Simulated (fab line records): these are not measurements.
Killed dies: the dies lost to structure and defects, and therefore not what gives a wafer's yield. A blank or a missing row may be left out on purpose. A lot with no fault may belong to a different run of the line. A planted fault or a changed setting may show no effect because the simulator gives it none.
Which tool is to blame?	flow n5-finfet	Sampling: 24 lots, 72 wafers, 6 of 1938 route steps

WHAT THE GAUGES SHOWED, per wafer
N5_BEOL_M9_CD_MEAS_18: pitch 140 nm, target cd 70 nm. Usual: cd-nm reads 69.6 nm (standard deviation 0.79).
lot	measured	on	cd-nm (nm)	flag
L074	day 9 14:00	cd-sem-01	69.6 69.5 70.3	
L075	day 9 21:55	cd-sem-03	70.5 70.7 71.0	
L076	day 10 05:55	cd-sem-01	68.7 69.3 70.2	
L077	day 10 06:07	cd-sem-01	69.5 70.0 70.4	
L078	day 10 16:25	cd-sem-01	68.9 68.9 68.0	
L079	day 10 17:51	cd-sem-03	69.8 70.2 70.2	
L080	day 11 03:53	cd-sem-02	69.8 68.9 69.3	
L082	day 11 06:18	cd-sem-03	70.3 70.2 70.3	
L081	day 11 07:29	cd-sem-02	68.0 68.8 69.5	
L083	day 11 15:47	cd-sem-03	69.3 70.1 70.2	
L085	day 11 22:16	cd-sem-01	68.9 68.4 69.1	
L084	day 12 01:31	cd-sem-03	69.2 68.9 69.4	
L086	day 13 01:01	cd-sem-03	68.9 69.3 68.6	
L087	day 13 04:36	cd-sem-02	70.2 70.6 70.9	
L089	day 13 09:57	cd-sem-03	68.9 68.5 68.1	
L088	day 13 15:04	cd-sem-03	69.8 69.9 70.2	
L091	day 13 19:42	cd-sem-01	70.3 70.9 69.9	
L090	day 14 13:04	cd-sem-02	71.0 70.1 71.0	
L092	day 15 02:06	cd-sem-02	71.2 70.5 70.0	
L093	day 15 21:13	cd-sem-03	68.3 69.4 68.9	
L096	day 16 00:32	cd-sem-01	69.0 68.7 68.6	
L094	day 16 00:42	cd-sem-01	69.8 70.7 70.1	
L097	day 17 02:24	cd-sem-01	69.8 69.5 69.1	
L095	day 17 14:07	cd-sem-02	69.9 68.6 68.8	

N5_BEOL_M9_CD_MEAS_35: target cd 70 nm, target cd y 40 nm. Usual: cd-nm reads 69.6 nm (standard deviation 0.78).
lot	measured	on	cd-nm (nm)	flag
L074	day 9 17:53	cd-sem-03	69.5 69.3 70.7	
L075	day 9 22:57	cd-sem-02	70.6 70.3 70.4	
L076	day 10 07:01	cd-sem-03	68.9 69.3 69.8	
L077	day 10 07:25	cd-sem-02	69.4 70.0 69.8	
L078	day 10 18:55	cd-sem-01	68.4 69.2 68.0	
L079	day 10 19:16	cd-sem-01	70.2 69.9 69.8	
L080	day 11 05:06	cd-sem-01	70.2 68.9 69.0	
L082	day 11 10:16	cd-sem-03	70.0 69.9 69.8	
L081	day 11 09:51	cd-sem-03	67.6 68.8 69.7	
L083	day 11 19:04	cd-sem-03	69.3 70.2 69.9	
L085	day 12 00:38	cd-sem-03	68.7 68.2 69.2	
L084	day 12 04:01	cd-sem-01	69.5 68.3 69.0	
L086	day 13 03:35	cd-sem-01	69.1 69.1 68.4	
L087	day 13 06:51	cd-sem-02	70.0 70.5 70.8	
L089	day 13 11:05	cd-sem-03	68.4 69.1 67.8	
L088	day 13 18:34	cd-sem-01	69.5 70.3 70.0	
L091	day 13 22:22	cd-sem-02	70.5 70.7 69.7	
L090	day 14 17:40	cd-sem-03	70.9 70.1 70.5	
L092	day 15 03:29	cd-sem-03	70.5 70.3 70.5	
L093	day 16 00:11	cd-sem-01	68.7 69.3 68.5	
L096	day 16 03:52	cd-sem-01	69.0 68.4 68.2	
L094	day 16 03:26	cd-sem-01	70.0 70.7 70.6	
L097	day 17 04:25	cd-sem-03	69.5 69.0 69.5	
L095	day 17 16:46	cd-sem-02	69.7 68.1 68.3	

WHICH TOOL RAN EACH LOT (tool, then ch and the chambers of the sampled wafers, then the start)
lot	N5_BEOL_M8_STRIP_36	N5_BEOL_M8_PRE_CLEAN_45	N5_BEOL_M9_VIA_ETCH_34	N5_BEOL_M9_TRENCH_ETCH_37
L074	rie-diel-05 ch 0,2,3, day 9 08:33	pvd-sputter-02, day 9 09:23	rie-diel-06 ch 0,2,3, day 9 17:27	rie-diel-06 ch 0,2,3, day 9 17:53 or earlier
L075	rie-diel-05 ch 0,3, day 9 15:31	pvd-sputter-03, day 9 17:22	rie-diel-04 ch 1,2, day 9 22:31	rie-diel-04 ch 1,2, day 9 22:57 or earlier
L076	rie-diel-03 ch 0,1,3, day 9 20:40	pvd-sputter-03, day 9 21:32	rie-diel-04 ch 0,2,3, day 10 06:36	rie-diel-04 ch 0,2,3, day 10 07:01 or earlier
L077	rie-diel-03 ch 0,3, day 9 21:04	pvd-sputter-03, day 9 21:53	rie-diel-02 ch 0,1,3, day 10 06:59	rie-diel-02 ch 0,1,3, day 10 07:25 or earlier
L078	rie-diel-05 ch 2,3, day 10 08:49	pvd-sputter-03, day 10 10:07	rie-diel-04 ch 0,2,3, day 10 18:29	rie-diel-04 ch 0,2,3, day 10 18:55 or earlier
L079	rie-diel-05 ch 1,2,3, day 10 11:00	pvd-sputter-01, day 10 11:52	rie-diel-06 ch 0,1,3, day 10 18:50	rie-diel-06 ch 0,1,3, day 10 19:16 or earlier
L080	rie-diel-01 ch 1,2,3, day 10 21:19	pvd-sputter-03, day 10 22:22	rie-diel-04 ch 0,1,2, day 11 04:41	rie-diel-04 ch 0,1,2, day 11 05:06 or earlier
L082	rie-diel-05 ch 0,2, day 11 00:28	pvd-sputter-01, day 11 02:29	rie-diel-02 ch 0,1, day 11 09:50	rie-diel-02 ch 0,1, day 11 10:16 or earlier
L081	rie-diel-03 ch 0,2,3, day 11 02:17	pvd-sputter-01, day 11 03:13	rie-diel-06 ch 1,2,3, day 11 09:26	rie-diel-06 ch 1,2,3, day 11 09:51 or earlier
L083	rie-diel-01 ch 0,2,3, day 11 09:55	pvd-sputter-02, day 11 10:44	rie-diel-02 ch 0,1,3, day 11 18:38	rie-diel-02 ch 0,1,3, day 11 19:04 or earlier
L085	rie-diel-03 ch 1,2,3, day 11 15:32	pvd-sputter-02, day 11 16:28	rie-diel-04 ch 1,2,3, day 12 00:13	rie-diel-04 ch 1,2,3, day 12 00:38 or earlier
L084	rie-diel-03 ch 0,3, day 11 15:56	pvd-sputter-02, day 11 16:54	rie-diel-02 ch 0,3, day 12 03:34	rie-diel-02 ch 0,3, day 12 04:01 or earlier
L086	rie-diel-05 ch 0,1,3, day 12 18:00	pvd-sputter-03, day 12 20:28	rie-diel-04 ch 1,2,3, day 13 03:10	rie-diel-04 ch 1,2,3, day 13 03:35 or earlier
L087	rie-diel-03 ch 0,3, day 12 23:58	pvd-sputter-03, day 13 00:50	rie-diel-02 ch 0,1, day 13 06:19	rie-diel-02 ch 0,1, day 13 06:51 or earlier
L089	rie-diel-03 ch 0,2,3, day 13 04:51	pvd-sputter-03, day 13 06:17	rie-diel-04 ch 1,2, day 13 10:40	rie-diel-04 ch 1,2, day 13 11:05 or earlier
L088	rie-diel-03 ch 0,2, day 13 09:42	pvd-sputter-01, day 13 10:32	rie-diel-06 ch 0,2, day 13 18:08	rie-diel-06 ch 0,2, day 13 18:34 or earlier
L091	rie-diel-05 ch 0,1,2, day 13 13:44	pvd-sputter-03, day 13 14:29	rie-diel-06 ch 2,3, day 13 21:56	rie-diel-06 ch 2,3, day 13 22:22 or earlier
L090	rie-diel-05 ch 0,1, day 14 05:56	pvd-sputter-03, day 14 07:07	rie-diel-04 ch 0,1,3, day 14 17:14	rie-diel-04 ch 0,1,3, day 14 17:40 or earlier
L092	rie-diel-05 ch 1,2,3, day 14 20:49	pvd-sputter-01, day 14 21:37	rie-diel-02 ch 2,3, day 15 03:04	rie-diel-02 ch 2,3, day 15 03:29 or earlier
L093	rie-diel-03 ch 1,2,3, day 15 12:53	pvd-sputter-01, day 15 13:55	rie-diel-06 ch 0,1,3, day 15 23:46	rie-diel-06 ch 0,1,3, day 16 00:11 or earlier
L096	rie-diel-05 ch 0,1, day 15 15:13	pvd-sputter-02, day 15 19:41	rie-diel-06 ch 0,1, day 16 03:26	rie-diel-06 ch 0,1, day 16 03:52 or earlier
L094	rie-diel-03 ch 0,2,3, day 15 15:23	pvd-sputter-01, day 15 19:45	rie-diel-06 ch 0,2, day 16 03:01	rie-diel-06 ch 0,2, day 16 03:26 or earlier
L097	rie-diel-01 ch 2,3, day 16 19:07	pvd-sputter-01, day 16 20:25	rie-diel-04 ch 1,3, day 17 03:59	rie-diel-04 ch 1,3, day 17 04:25 or earlier
L095	rie-diel-05 ch 0,1,3, day 17 07:52	pvd-sputter-03, day 17 08:39	rie-diel-02 ch 0,1, day 17 16:20	rie-diel-02 ch 0,1, day 17 16:46 or earlier
- N5_BEOL_M8_STRIP_36: strips in N2/H2.
- N5_BEOL_M8_PRE_CLEAN_45: time 30 s.
- N5_BEOL_M9_VIA_ETCH_34: etches SiCOH lowk in C4F6/O2, target depth 182.4 nm, time 68.4 s.
- N5_BEOL_M9_TRENCH_ETCH_37: etches SiCOH lowk in C4F6/O2, target depth 151.43 nm, time 49 s.

AS READ BY THE TOOLS THEMSELVES (means over the sampled wafers that have a number; for cases with no such wafer, the mark the record gives instead)
N5_BEOL_M8_STRIP_36. Usual: drypump-motor-current-A 5.8 A, standard deviation 0.42; oes-product-au 0.80 a.u., standard deviation 0.11; rf-vpp-V 59.3 V, standard deviation 1.4; showerhead-plenum-p-Torr 2.54 Torr, standard deviation 0.11; throttle-valve-pct 23.52 %, standard deviation 0.26.
lot	tool	drypump-motor-current-A (A)	oes-product-au (a.u.)	rf-vpp-V (V)	showerhead-plenum-p-Torr (Torr)	throttle-valve-pct (%)	flag
L074	rie-diel-05	6.1	0.71	57.4	2.47	23.58	
L075	rie-diel-05	6.1	0.70	60.2	2.39	23.52	
L076	rie-diel-03	5.8	0.79	59.0	2.51	23.52	
L077	rie-diel-03	5.5	0.69	58.9	2.47	23.73	
L078	rie-diel-05	6.1	0.72	59.8	2.48	23.55	
L079	rie-diel-05	6.0	0.71	59.3	2.50	23.64	
L080	rie-diel-01	5.8	0.86	58.2	2.62	23.69	
L082	rie-diel-05	6.1	0.79	59.3	2.65	23.60	
L081	rie-diel-03	5.5	0.80	59.9	2.50	23.64	
L083	rie-diel-01	5.5	0.84	60.1	2.64	23.72	
L085	rie-diel-03	5.5	0.86	59.7	2.45	23.38	
L084	rie-diel-03	5.5	0.69	60.3	2.47	23.77	
L086	rie-diel-05	5.9	0.85	59.1	2.52	23.32	
L087	rie-diel-03	5.8	0.67	58.9	2.53	23.80	
L089	rie-diel-03	5.5	0.76	57.6	2.49	23.65	
L088	rie-diel-03	5.9	0.75	58.6	2.56	23.69	
L091	rie-diel-05	5.9	0.84	59.6	2.59	23.44	
L090	rie-diel-05	5.7	0.90	59.8	2.54	23.25	
L092	rie-diel-05	5.9	0.87	58.3	2.59	23.44	
L093	rie-diel-03	5.5	0.92	60.2	2.55	23.29	
L096	rie-diel-05	5.9	0.86	58.9	2.61	23.30	
L094	rie-diel-03	5.5	0.94	58.5	2.59	23.37	
L097	rie-diel-01	5.7	0.81	60.8	2.64	23.92	
L095	rie-diel-05	5.9	0.88	59.5	2.61	23.27	

N5_BEOL_M8_PRE_CLEAN_45. Usual: heater-power-w reads 337 W (standard deviation 30).
lot	tool	heater-power-w (W)	flag
L074	pvd-sputter-02	316	
L075	pvd-sputter-03	357	
L076	pvd-sputter-03	348	
L077	pvd-sputter-03	377	
L078	pvd-sputter-03	382	
L079	pvd-sputter-01	318	
L080	pvd-sputter-03	357	
L082	pvd-sputter-01	320	
L081	pvd-sputter-01	320	
L083	pvd-sputter-02	329	
L085	pvd-sputter-02	331	
L084	pvd-sputter-02	322	
L086	pvd-sputter-03	348	
L087	pvd-sputter-03	335	
L089	pvd-sputter-03	334	
L088	pvd-sputter-01	327	
L091	pvd-sputter-03	352	
L090	pvd-sputter-03	357	
L092	pvd-sputter-01	319	
L093	pvd-sputter-01	327	
L096	pvd-sputter-02	316	
L094	pvd-sputter-01	321	
L097	pvd-sputter-01	323	
L095	pvd-sputter-03	352	

N5_BEOL_M9_VIA_ETCH_34. Usual: drypump-motor-current-A 5.5 A, standard deviation 0.51; oes-product-au 0.78 a.u., standard deviation 0.072; rf-vpp-V 664 V, standard deviation 10; showerhead-plenum-p-Torr 2.86 Torr, standard deviation 0.066; throttle-valve-pct 20.92 %, standard deviation 0.19.
lot	tool	drypump-motor-current-A (A)	oes-product-au (a.u.)	rf-vpp-V (V)	showerhead-plenum-p-Torr (Torr)	throttle-valve-pct (%)	flag
L074	rie-diel-06	5.7	0.79	663	2.82	20.89	
L075	rie-diel-04	5.4	0.82	684	2.83	21.00	
L076	rie-diel-04	5.1	0.82	668	2.84	20.97	
L077	rie-diel-02	5.3	0.73	664	2.86	20.88	
L078	rie-diel-04	5.2	0.81	667	2.84	20.97	
L079	rie-diel-06	5.6	0.77	659	2.86	20.89	
L080	rie-diel-04	5.4	0.78	672	2.86	20.95	
L082	rie-diel-02	5.6	0.74	658	2.81	20.85	
L081	rie-diel-06	5.8	0.79	665	2.85	21.03	
L083	rie-diel-02	5.3	0.73	663	2.86	20.89	
L085	rie-diel-04	5.5	0.78	670	2.87	20.97	
L084	rie-diel-02	5.1	0.71	668	2.91	20.92	
L086	rie-diel-04	5.5	0.78	669	2.86	20.99	
L087	rie-diel-02	5.6	0.73	659	2.81	20.88	
L089	rie-diel-04	5.3	0.79	684	2.82	21.04	
L088	rie-diel-06	5.5	0.78	664	2.81	20.92	
L091	rie-diel-06	6.0	0.76	668	2.80	21.05	
L090	rie-diel-04	5.5	0.75	658	2.89	20.94	
L092	rie-diel-02	5.4	0.76	671	2.94	20.93	
L093	rie-diel-06	5.5	0.81	658	2.84	20.83	
L096	rie-diel-06	5.3	0.76	658	2.89	20.94	
L094	rie-diel-06	5.2	0.82	660	2.81	20.69	
L097	rie-diel-04	5.6	0.75	656	2.90	20.97	
L095	rie-diel-02	5.4	0.87	659	2.79	20.75	

N5_BEOL_M9_TRENCH_ETCH_37. Usual: drypump-motor-current-A 5.5 A, standard deviation 0.51; oes-product-au 0.78 a.u., standard deviation 0.073; rf-vpp-V 665 V, standard deviation 10; showerhead-plenum-p-Torr 2.86 Torr, standard deviation 0.066; throttle-valve-pct 20.95 %, standard deviation 0.19.
lot	tool	drypump-motor-current-A (A)	oes-product-au (a.u.)	rf-vpp-V (V)	showerhead-plenum-p-Torr (Torr)	throttle-valve-pct (%)	flag
L074	rie-diel-06	5.6	0.79	663	2.82	20.91	
L075	rie-diel-04	5.4	0.80	683	2.83	21.01	
L076	rie-diel-04	5.1	0.82	668	2.84	21.01	
L077	rie-diel-02	5.3	0.73	664	2.86	20.90	
L078	rie-diel-04	5.2	0.81	667	2.84	21.00	
L079	rie-diel-06	5.6	0.77	659	2.86	20.92	
L080	rie-diel-04	5.4	0.79	671	2.86	20.98	
L082	rie-diel-02	5.6	0.73	659	2.81	20.88	
L081	rie-diel-06	5.8	0.79	663	2.85	21.07	
L083	rie-diel-02	5.3	0.72	664	2.86	20.92	
L085	rie-diel-04	5.5	0.79	670	2.87	21.00	
L084	rie-diel-02	5.1	0.71	668	2.91	20.95	
L086	rie-diel-04	5.5	0.78	669	2.87	21.01	
L087	rie-diel-02	5.6	0.72	659	2.81	20.91	
L089	rie-diel-04	5.4	0.79	683	2.82	21.06	
L088	rie-diel-06	5.5	0.78	667	2.81	20.95	
L091	rie-diel-06	6.0	0.77	668	2.80	21.08	
L090	rie-diel-04	5.5	0.75	658	2.89	20.97	
L092	rie-diel-02	5.4	0.76	671	2.94	20.94	
L093	rie-diel-06	5.6	0.81	659	2.84	20.85	
L096	rie-diel-06	5.3	0.77	658	2.89	20.97	
L094	rie-diel-06	5.2	0.82	660	2.81	20.72	
L097	rie-diel-04	5.6	0.75	657	2.90	21.00	
L095	rie-diel-02	5.4	0.87	660	2.79	20.77	

THE ANSWER, worked out from the rows above alone
Rule: a lot is off if the mean of its wafers that have a number lies more than 3 standard deviations from the usual mean. Also off: a lot with no number at a reading for which 4 or more lots have one. The other lots that the step has rows for count as sound. The gauges are gone through in route order, then the tools' own readings, and for those a lot's mean is taken as printed above. The first step at which some lot is off is used, and at that step the reading that is off furthest; a lot without a number counts as furthest.
No lot is off on any of the readings shown, so nothing can be concluded from this.

WHAT HAD BEEN PUT IN BY THE SIMULATOR
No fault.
